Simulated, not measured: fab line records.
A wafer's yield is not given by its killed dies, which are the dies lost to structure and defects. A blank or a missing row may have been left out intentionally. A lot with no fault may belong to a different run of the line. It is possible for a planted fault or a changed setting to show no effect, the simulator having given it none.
Chamber matching    flow n5-finfet    N5_BEOL_M11_STRIP_36 on rie-diel-06: 4 sister chambers
The step strips in N2/H2. 24 wafers are shown with their chamber, then 12 later ones without.

WAFERS, EACH WITH ITS CHAMBER
wafer   chamber  showerhead-plenum-p-Torr (Torr)  throttle-valve-pct (%)  oes-product-au (a.u.)
L075.1  1        2.48                             23.36                   0.84
L075.3  0        2.40                             23.66                   0.70
L075.6  3        2.63                             23.40                   0.73
L074.2  1        2.48                             23.35                   0.84
L074.4  3        2.63                             23.42                   0.74
L074.5  3        2.63                             23.42                   0.74
L077.2  1        2.48                             23.39                   0.82
L077.3  2        2.65                             23.30                   0.79
L077.6  0        2.40                             23.64                   0.71
L078.2  0        2.40                             23.72                   0.71
L078.3  2        2.65                             23.29                   0.81
L078.5  3        2.63                             23.42                   0.74
L081.2  1        2.48                             23.38                   0.82
L081.3  0        2.40                             23.69                   0.70
L081.4  2        2.65                             23.30                   0.80
L083.1  2        2.64                             23.36                   0.79
L083.3  3        2.62                             23.44                   0.73
L083.6  3        2.62                             23.42                   0.73
L087.2  3        2.62                             23.43                   0.73
L087.5  2        2.64                             23.31                   0.80
L087.6  3        2.62                             23.42                   0.73
L090.3  2        2.64                             23.34                   0.78
L090.4  0        2.39                             23.67                   0.70
L090.6  1        2.47                             23.40                   0.80

SIGNATURES, as means of the wafers listed above
reading                   chamber 0  chamber 1  chamber 2  chamber 3  scatter within a chamber
showerhead-plenum-p-Torr  2.3980     2.4780     2.6450     2.6250     0.00505
throttle-valve-pct        23.6760    23.3760    23.3167    23.4213    0.0224
oes-product-au            0.7040     0.8240     0.7950     0.7338     0.00994
Rule: for a wafer and a chamber, the distance is found by dividing, reading by reading, the gap between the wafer's reading and the chamber's mean by the reading's scatter, squaring, summing and taking the root. The wafer belongs to the nearest chamber; if the next one is less than 2 further off, it can't be placed. The scatter: the root of (the sum of the squares of (reading less its chamber's mean) over the shown wafers, divided by (wafers less chambers)).

WAFERS WHOSE CHAMBER IS MISSING
wafer   showerhead-plenum-p-Torr (Torr)  throttle-valve-pct (%)  oes-product-au (a.u.)
L093.1  2.47                             23.38                   0.79
L093.3  2.39                             23.68                   0.70
L093.4  2.64                             23.34                   0.79
L095.2  2.61                             23.46                   0.72
L095.3  2.64                             23.37                   0.78
L095.5  2.47                             23.40                   0.80
L094.1  2.62                             23.48                   0.70
L094.5  2.62                             23.46                   0.71
L094.6  2.39                             23.72                   0.68
L096.1  2.39                             23.73                   0.69
L096.2  2.61                             23.45                   0.69
L096.5  2.63                             23.34                   0.78

THE CHAMBER EACH PASSED THROUGH
wafer   from the rows above  in truth
L093.1  1                    1
L093.3  0                    0
L093.4  2                    2
L095.2  3                    3
L095.3  2                    2
L095.5  1                    1
L094.1  3                    3
L094.5  3                    3
L094.6  0                    0
L096.1  0                    0
L096.2  3                    3
L096.5  2                    2
Correct placement for 12 of the 12. Left unplaced by these rows: 0. Placed wrongly: 0.
